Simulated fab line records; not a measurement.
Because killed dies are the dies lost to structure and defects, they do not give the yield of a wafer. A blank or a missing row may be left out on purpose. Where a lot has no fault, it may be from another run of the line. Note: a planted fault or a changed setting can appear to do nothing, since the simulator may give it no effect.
Chamber matching ; flow nandHarc ; cmp-04 running NHARC_P_M1_CMP_23: 4 sister chambers
The step polishes, t overpolish 20 s, target thk 157.82 nm. 8 wafers are shown with their chamber, then 7 later ones without.

== WAFERS PAIRED WITH THEIR CHAMBERS ==
wafer;chamber;motorCurrentA (A);timeToEndpointS (s)
L325.4;3;14.5;26
L334.1;0;11.4;31
L334.4;2;13.0;27
L339.3;0;11.6;31
L339.4;2;12.0;28
L339.6;1;10.9;24
L338.1;3;14.8;26
L338.2;1;11.7;21

== WAFERS MISSING THEIR CHAMBER ==
wafer;motorCurrentA (A);timeToEndpointS (s)
L338.6;11.5;30
L346.1;12.2;29
L346.2;12.4;30
L346.5;11.6;26
L348.1;12.4;31
L348.2;10.7;29
L348.3;14.4;32

== EACH ONE'S CHAMBER ==
wafer;from the rows above;in truth
L338.6;0;0
L346.1;can't be placed: 2 or 0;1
L346.2;can't be placed: 0 or 2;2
L346.5;can't be placed: 2 or 1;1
L348.1;can't be placed: 0 or 2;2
L348.2;can't be placed: 0 or 2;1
L348.3;can't be placed: 3 or 2 or 0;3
Correctly placed: 1 of 7. From these rows, 6 cannot be placed; in 4 the true chamber is one of the candidates. 0 placed wrongly.
How it was worked out, from the rows above alone: a wafer's distance from a chamber is the root of the sum, over the readings, of the square of ((its reading less the chamber's mean) divided by the reading's scatter). The wafer belongs to the nearest chamber; if the next one is less than 2 further off, it can't be placed. A chamber's mean is the mean of its shown wafers. The scatter: take each reading less its chamber's mean, square it, sum over the shown wafers, divide by the number of wafers less the number of chambers, and take the root.
